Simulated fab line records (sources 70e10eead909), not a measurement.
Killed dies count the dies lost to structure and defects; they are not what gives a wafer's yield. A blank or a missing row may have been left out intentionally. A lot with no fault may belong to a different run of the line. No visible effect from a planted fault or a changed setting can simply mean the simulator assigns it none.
Which of the tools did it? | flow nandHarc | 36 wafers from 12 lots sampled at 5 of the route's 1159 steps

## WHAT THE GAUGES SHOWED, per wafer
NHARC_END_WLT_00.
lot  | measured     | on        | VT_DECK1_BOTTOM   | VT_DECK1_BOTTOM_INNER | VT_DECK1_MEDIAN_NEAR_BOTTOM | VT_DECK1_MEDIAN_NEAR_BOTTOM_INNER | VT_DECK1_MIDDLE   | VT_DECK1_MIDDLE_INNER | VT_DECK1_TOP      | VT_DECK1_TOP_INNER
L651 | day 19 23:39 | prober-01 | 0.867 0.871 0.869 | 0.872 0.867 0.868     | 0.874 0.865 0.875           | 0.871 0.874 0.874                 | 0.880 0.880 0.882 | 0.874 0.885 0.886     | 0.897 0.890 0.889 | 0.894 0.890 0.887
L654 | day 20 13:44 | prober-01 | 0.858 0.866 0.859 | 0.866 0.864 0.866     | 0.861 0.871 0.871           | 0.860 0.857 0.864                 | 0.874 0.874 0.878 | 0.870 0.883 0.877     | 0.891 0.889 0.884 | 0.882 0.889 0.885
L652 | day 20 15:02 | prober-02 | 0.862 0.865 0.856 | 0.857 0.872 0.861     | 0.863 0.867 0.867           | 0.873 0.865 0.864                 | 0.873 0.883 0.885 | 0.884 0.882 0.879     | 0.895 0.884 0.894 | 0.894 0.883 0.892
L655 | day 21 06:41 | prober-01 | 0.878 0.862 0.868 | 0.869 0.861 0.865     | 0.873 0.866 0.876           | 0.870 0.867 0.865                 | 0.891 0.882 0.880 | 0.878 0.889 0.883     | 0.894 0.903 0.890 | 0.902 0.897 0.902
L656 | day 20 21:33 | prober-01 | 0.867 0.868 0.875 | 0.868 0.877 0.877     | 0.868 0.871 0.877           | 0.873 0.876 0.878                 | 0.884 0.880 0.889 | 0.878 0.886 0.886     | 0.886 0.900 0.896 | 0.896 0.907 0.899
L657 | day 21 17:29 | prober-02 | 0.880 0.880 0.879 | 0.877 0.875 0.878     | 0.875 0.877 0.882           | 0.880 0.879 0.886                 | 0.899 0.890 0.897 | 0.886 0.899 0.903     | 0.900 0.908 0.906 | 0.893 0.902 0.916
L659 | day 21 17:58 | prober-01 | 0.881 0.873 0.877 | 0.874 0.880 0.871     | 0.878 0.869 0.871           | 0.876 0.875 0.865                 | 0.888 0.890 0.889 | 0.885 0.890 0.892     | 0.898 0.893 0.898 | 0.905 0.900 0.899
L661 | day 22 00:37 | prober-02 | 0.866 0.873 0.865 | 0.881 0.868 0.858     | 0.866 0.873 0.847           | 0.862 0.876 0.857                 | 0.880 0.894 0.883 | 0.883 0.882 0.871     | 0.894 0.897 0.888 | 0.891 0.898 0.889
L662 | day 22 01:07 | prober-01 | 0.858 0.868 0.853 | 0.858 0.858 0.862     | 0.858 0.864 0.868           | 0.857 0.861 0.859                 | 0.872 0.877 0.876 | 0.865 0.873 0.879     | 0.893 0.876 0.877 | 0.889 0.892 0.883
L667 | day 23 08:32 | prober-02 | 0.856 0.856 0.861 | 0.862 0.855 0.857     | 0.862 0.855 0.865           | 0.864 0.856 0.863                 | 0.873 0.879 0.875 | 0.874 0.874 0.872     | 0.887 0.886 0.880 | 0.880 0.882 0.885
L665 | day 23 22:24 | prober-01 | 0.882 0.864 0.873 | 0.877 0.878 0.870     | 0.878 0.869 0.868           | 0.879 0.872 0.872                 | 0.890 0.891 0.883 | 0.884 0.887 0.885     | 0.893 0.898 0.891 | 0.901 0.886 0.902
L669 | day 23 14:35 | prober-01 | 0.868 0.867 0.872 | 0.863 0.863 0.870     | 0.864 0.872 0.874           | 0.870 0.874 0.875                 | 0.887 0.884 0.886 | 0.875 0.884 0.887     | 0.891 0.892 0.891 | 0.901 0.889 0.898

NHARC_END_SORT_01.
lot  | measured     | on        | killedAtArray | killedAtOther | killedAtPeriphery | killedDies | killedOpen | killedShort
L667 | day 23 11:35 | prober-02 | 128 127 89    | 0 0 1         | 2 2 2             | 130 129 92 | 6 3 2      | 1 2 3
L665 | day 24 01:24 | prober-01 | 120 70 135    | 3 0 3         | 1 2 1             | 124 72 139 | 3 5 1      | 1 0 2

## TOOL THAT RAN EACH LOT (tool first, then ch and the chambers of the sampled wafers, then the start)
lot  | NHARC_A_STAIRCASE_STRIP_476       | NHARC_THIN_TSV_STRIP_62             | NHARC_THIN_TSV_PVD_51
L651 | rieDiel-02 ch 0,3, day 11 22:58   | plasmaAsher-01 ch 0,1, day 19 12:40 | pvdSputter-01, day 19 23:39 or earlier
L654 | rieDiel-10 ch 0,1,3, day 12 18:01 | plasmaAsher-02 ch 0,1, day 19 20:16 | pvdSputter-01, day 20 13:44 or earlier
L652 | rieDiel-06 ch 0,3, day 12 19:43   | plasmaAsher-02 ch 0,1, day 20 01:29 | pvdSputter-02, day 20 15:02 or earlier
L655 | rieDiel-02 ch 0,1,3, day 13 01:49 | plasmaAsher-01 ch 0,1, day 20 19:37 | pvdSputter-01, day 21 06:41 or earlier
L656 | rieDiel-06 ch 1,2,3, day 13 03:11 | plasmaAsher-01 ch 0,1, day 20 10:10 | pvdSputter-02, day 20 21:33 or earlier
L657 | rieDiel-02 ch 0,1, day 13 09:35   | plasmaAsher-01 ch 0,1, day 21 07:17 | pvdSputter-01, day 21 17:29 or earlier
L659 | rieDiel-02 ch 0,1,3, day 14 07:20 | plasmaAsher-01 ch 0,1, day 21 08:31 | pvdSputter-02, day 21 17:58 or earlier
L661 | rieDiel-06 ch 0,1,3, day 14 11:30 | plasmaAsher-02 ch 0,1, day 21 14:44 | pvdSputter-03, day 22 00:37 or earlier
L662 | rieDiel-06 ch 0,2,3, day 14 22:50 | plasmaAsher-02 ch 0,1, day 21 17:35 | pvdSputter-01, day 22 01:07 or earlier
L667 | rieDiel-06 ch 0,2,3, day 15 10:12 | plasmaAsher-01 ch 1, day 22 23:35   | pvdSputter-03, day 23 08:32 or earlier
L665 | rieDiel-06 ch 0,1, day 15 13:26   | plasmaAsher-01 ch 0,1, day 23 08:18 | pvdSputter-03, day 23 22:24 or earlier
L669 | rieDiel-02 ch 0,3, day 16 08:19   | plasmaAsher-01 ch 0,1, day 23 06:53 | pvdSputter-01, day 23 14:35 or earlier
- NHARC_A_STAIRCASE_STRIP_476: strips in O2, time 20 s.
- NHARC_THIN_TSV_STRIP_62: strips in N2/H2, time 20 s.
- NHARC_THIN_TSV_PVD_51: deposits Cu, target thk 100 nm.

## WHAT THE TOOLS THEMSELVES READ (means of the sampled wafers that have a number; where no wafer has one, the mark that the record gives instead)
NHARC_A_STAIRCASE_STRIP_476.
lot  | tool       | drypumpMotorCurrentA (A) | oesProductAu (a.u.) | rfVppV (V) | showerheadPlenumPTorr (Torr) | throttleValvePct (%)
L651 | rieDiel-02 | 6.3                      | 0.989               | 57.8       | 3.50                         | 17.041
L654 | rieDiel-10 | 6.0                      | 0.990               | 58.8       | 3.59                         | 17.036
L652 | rieDiel-06 | 6.2                      | 1.002               | 58.6       | 3.62                         | 17.031
L655 | rieDiel-02 | 6.0                      | 0.987               | 57.4       | 3.45                         | 17.035
L656 | rieDiel-06 | 5.8                      | 1.016               | 58.1       | 3.69                         | 17.052
L657 | rieDiel-02 | 5.9                      | 0.993               | 57.8       | 3.39                         | 17.042
L659 | rieDiel-02 | 5.9                      | 0.997               | 57.0       | 3.45                         | 17.031
L661 | rieDiel-06 | 6.2                      | 1.009               | 58.1       | 3.65                         | 17.030
L662 | rieDiel-06 | 6.0                      | 1.004               | 57.5       | 3.57                         | 17.027
L667 | rieDiel-06 | 6.0                      | 1.003               | 58.2       | 3.57                         | 17.038
L665 | rieDiel-06 | 6.3                      | 0.991               | 57.8       | 3.58                         | 17.033
L669 | rieDiel-02 | 6.1                      | 0.988               | 57.3       | 3.42                         | 17.032

NHARC_THIN_TSV_STRIP_62.
lot  | tool           | drypumpMotorCurrentA (A) | heaterPowerW (W)
L651 | plasmaAsher-01 | 5.2                      | 298
L654 | plasmaAsher-02 | 5.7                      | 321
L652 | plasmaAsher-02 | 5.9                      | 311
L655 | plasmaAsher-01 | 5.2                      | 304
L656 | plasmaAsher-01 | 5.5                      | 346
L657 | plasmaAsher-01 | 5.6                      | 342
L659 | plasmaAsher-01 | 5.6                      | 344
L661 | plasmaAsher-02 | 5.9                      | 307
L662 | plasmaAsher-02 | 5.7                      | 318
L667 | plasmaAsher-01 | 4.9                      | 260
L665 | plasmaAsher-01 | 5.6                      | 341
L669 | plasmaAsher-01 | 5.6                      | 346

NHARC_THIN_TSV_PVD_51.
lot  | tool          | throttleValvePct (%)
L651 | pvdSputter-01 | 30.3
L654 | pvdSputter-01 | 30.2
L652 | pvdSputter-02 | 29.5
L655 | pvdSputter-01 | 30.0
L656 | pvdSputter-02 | 29.9
L657 | pvdSputter-01 | 31.7
L659 | pvdSputter-02 | 30.0
L661 | pvdSputter-03 | 30.1
L662 | pvdSputter-01 | 31.7
L667 | pvdSputter-03 | 30.6
L665 | pvdSputter-03 | 30.4
L669 | pvdSputter-01 | 28.8

## THE ANSWER, worked out from the rows above alone
Rule: the lots themselves supply what counts as usual. The widest of any qualifying gaps counts: lots, ordered by their means at a reading, are off when they make up no more than a third of the lots, leave a main group of 4 or more, and stand apart from it by 3 or more times the standard deviation of that group's means. A main group whose means are all the same, to the digits that the tables above print for the reading, isn't used. Also off: a lot with no number at a reading for which 4 or more lots have one. The other lots that the step has rows for count as sound. First the gauges in route order, then the tools' own readings, where a lot's mean is used as printed above. The first step at which some lot is off is used, and at that step the reading that is off furthest; a lot without a number counts as furthest.
Across all readings shown, no lot is off: no conclusion can be drawn from this.

## WHAT THE SIMULATOR PUT IN
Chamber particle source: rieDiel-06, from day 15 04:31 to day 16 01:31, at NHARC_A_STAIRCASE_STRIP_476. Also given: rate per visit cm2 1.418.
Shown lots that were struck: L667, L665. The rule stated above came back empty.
